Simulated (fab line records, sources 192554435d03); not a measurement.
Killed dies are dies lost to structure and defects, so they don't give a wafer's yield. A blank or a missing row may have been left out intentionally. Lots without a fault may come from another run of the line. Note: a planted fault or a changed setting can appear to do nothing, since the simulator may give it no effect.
A lot that was struck, set against a sound lot + flow n5-finfet + 15 out of 1938 route steps
Sound: these wafers, L338.1, L338.3, L338.6. Wafers L336.2, L336.4, L336.5 were the ones struck. The cause comes at the end.
At each step with rows: each side's tool, then ch and its chambers, then its first start. Under that, the readings that differ: sound wafers + struck wafers + difference of the means + sigmas: that difference in standard deviations of wafers without a fault.
alike: readings whose means differ by less than 2 such deviations, and words and numbers that are the same on both sides. not compared: withheld readings, readings that some wafer has no value for, bounds like >300 that may hide the same value, and numbers for which the record gives no deviation and whose values overlap.
Wherever a step has rows on one side only, a row that says differs or no value, or a row with sigmas, the two part there. When numbers do not overlap yet have no deviation, they are printed without sigmas and do not part them. A reading that every wafer of one side lacks parts them only if that side has two wafers or more.

first, 8 steps without rows for these wafers: N5_WELL_APT_HMDS_18 (time 60 s); N5_WELL_APT_COAT_19 (resist thk 950 nm); N5_WELL_APT_EBR_21; N5_WELL_APT_SOFTBAKE_20 (time 60 s); N5_WELL_APT_EXPOSE_22 (exposes mask PWELL, defocus 0 nm, target cd 200 nm); N5_WELL_APT_PEB_23 (peb time 90 s); N5_WELL_APT_DEVELOP_24 (develop time 45 s); N5_WELL_APT_HARDBAKE_29 (time 120 s).
N5_WELL_APT_CD_MEAS_25 targets a cd of 200 nm.
  sound on cd-sem-01 ch 0, day 3 14:57; struck on cd-sem-02 ch 0, day 3 02:43
  alike: cd-nm
N5_WELL_APT_OVL_MEAS_26:
  sound on overlay-01 ch 0, day 3 14:59; struck on overlay-02 ch 0, day 3 02:45
  alike: PWELL_OVL
N5_WELL_APT_INSPECT_27: inspects for defects (macro).
  sound: defect-inspect-02 at day 3 15:00; struck: defect-inspect-01 at day 3 02:46
  alike: raw-defect-count
N5_WELL_APT_DESCUM_30: chemistry O2, time 7.9 s.
  sound on rie-diel-05 ch 0,2,3, day 3 15:02; struck on rie-diel-01 ch 0,1,3, day 3 02:48
  alike: bias-power-w, drypump-motor-current-A, o2-flow-sccm, oes-product-au, rf-vpp-V, showerhead-plenum-p-Torr, throttle-valve-pct
  not compared: rf-hours-counter-h
N5_WELL_APT_IMPLANT_31:
  sound on implanter-01 ch 0, day 3 15:08; struck on implanter-02 ch 0, day 3 02:56
| reading            | sound                            | struck                          | difference  | sigmas      |
|--------------------|----------------------------------|---------------------------------|-------------|-------------|
| dose-ions-cm2      | 1.5018e+13 1.5019e+13 1.5025e+13 | 2.1382e+13 2.1352e+13 2.136e+13 | +6.3440e+12 | +99 or more |
| faraday-current-uA | 187 188 189                      | 268 276 268                     | +83         | +22         |
following that, these wafers have no rows for 1 step: N5_WELL_APT_IMPLANT_32.
-- here the record skips 13 days between the struck wafers' starts before and after, leaving off in module WELL_APT and picking up in module PASSIVATION (first step shown: number 1936 of the route) --
N5_PASSIVATION_PROBE_49:
  sound: prober-02 at day 15 12:09; struck: prober-01 at day 16 02:49
| reading            | sound    | struck   | difference | sigmas |
|--------------------|----------|----------|------------|--------|
| killed_at_M0_to_M3 | 59 36 71 | 27 33 36 | -23        | -2     |
  alike: killed_at_M4_up, killed-at-contacts, killed-at-front-end, killed-at-other, killed-dies, killed-open, killed-short

WHERE THEY PART
First at N5_WELL_APT_IMPLANT_31; last, within this record, at N5_PASSIVATION_PROBE_49.

WHY: whatever the simulator had introduced
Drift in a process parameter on implanter-02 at N5_WELL_APT_IMPLANT_31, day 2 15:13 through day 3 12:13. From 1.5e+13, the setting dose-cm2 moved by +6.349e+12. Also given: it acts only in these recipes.
